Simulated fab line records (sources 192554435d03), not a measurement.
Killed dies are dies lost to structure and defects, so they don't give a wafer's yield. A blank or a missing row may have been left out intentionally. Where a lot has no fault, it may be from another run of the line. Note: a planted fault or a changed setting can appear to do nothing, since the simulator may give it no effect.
Chamber matching | flow n5Finfet | N5_DUMMY_REMOVAL_HM_STRIP_01 on rieDiel-03 has 4 sister chambers
The step strips SiNx in CH3F/O2, stops on poly-Si, target depth 4 nm, time 6.8 s. 18 wafers are shown with their chamber, then 9 later ones without.

## EACH WAFER AND ITS CHAMBER
wafer  | chamber | drypumpMotorCurrentA (A) | oesProductAu (a.u.) | throttleValvePct (%)
L075.4 | 2       | 5.3                      | 0.75                | 16.31
L075.5 | 0       | 5.9                      | 0.58                | 16.28
L075.6 | 3       | 6.5                      | 0.59                | 16.29
L076.2 | 0       | 6.0                      | 0.58                | 16.29
L076.3 | 2       | 5.3                      | 0.74                | 16.33
L076.6 | 2       | 5.3                      | 0.75                | 16.31
L077.3 | 3       | 6.5                      | 0.59                | 16.31
L077.5 | 2       | 5.3                      | 0.74                | 16.32
L077.6 | 0       | 5.9                      | 0.58                | 16.29
L078.2 | 0       | 5.9                      | 0.58                | 16.32
L078.3 | 3       | 6.5                      | 0.59                | 16.32
L078.4 | 2       | 5.3                      | 0.74                | 16.32
L082.1 | 2       | 5.3                      | 0.73                | 16.34
L082.3 | 1       | 5.0                      | 0.75                | 15.96
L082.4 | 3       | 6.4                      | 0.58                | 16.34
L083.1 | 3       | 6.5                      | 0.58                | 16.33
L083.4 | 2       | 5.3                      | 0.72                | 16.36
L083.5 | 1       | 5.0                      | 0.75                | 15.98

SIGNATURES (averages over the wafers above)
reading              | chamber 0 | chamber 1 | chamber 2 | chamber 3 | scatter within a chamber
drypumpMotorCurrentA | 5.925     | 5.000     | 5.300     | 6.480     | 0.0333
oesProductAu         | 0.5800    | 0.7500    | 0.7386    | 0.5860    | 0.00759
throttleValvePct     | 16.2950   | 15.9700   | 16.3271   | 16.3180   | 0.018
Rule: a wafer lies at a distance from a chamber equal to the root of the sum of squares, over the readings, of (its reading less the chamber's mean, divided by the reading's scatter). The wafer belongs to the nearest chamber; if the next one is less than 2 further off, it can't be placed. The scatter: the root of (the sum of the squares of (reading less its chamber's mean) over the shown wafers, divided by (wafers less chambers)).

## WAFERS MISSING THEIR CHAMBER
wafer  | drypumpMotorCurrentA (A) | oesProductAu (a.u.) | throttleValvePct (%)
L089.1 | 5.3                      | 0.70                | 16.36
L089.2 | 5.9                      | 0.57                | 16.33
L089.3 | 5.0                      | 0.74                | 16.00
L092.1 | 5.0                      | 0.72                | 16.01
L092.2 | 6.4                      | 0.57                | 16.36
L092.4 | 6.5                      | 0.57                | 16.36
L093.2 | 6.4                      | 0.57                | 16.35
L093.3 | 5.3                      | 0.69                | 16.37
L093.4 | 5.0                      | 0.72                | 16.01

## EACH ONE'S CHAMBER
wafer  | from the rows above | in truth
L089.1 | 2                   | 2
L089.2 | 0                   | 0
L089.3 | 1                   | 1
L092.1 | 1                   | 1
L092.2 | 3                   | 3
L092.4 | 3                   | 3
L093.2 | 3                   | 3
L093.3 | 2                   | 2
L093.4 | 1                   | 1
Correct placement for 9 of the 9. Not placeable from these rows: 0. Wrongly placed: 0.
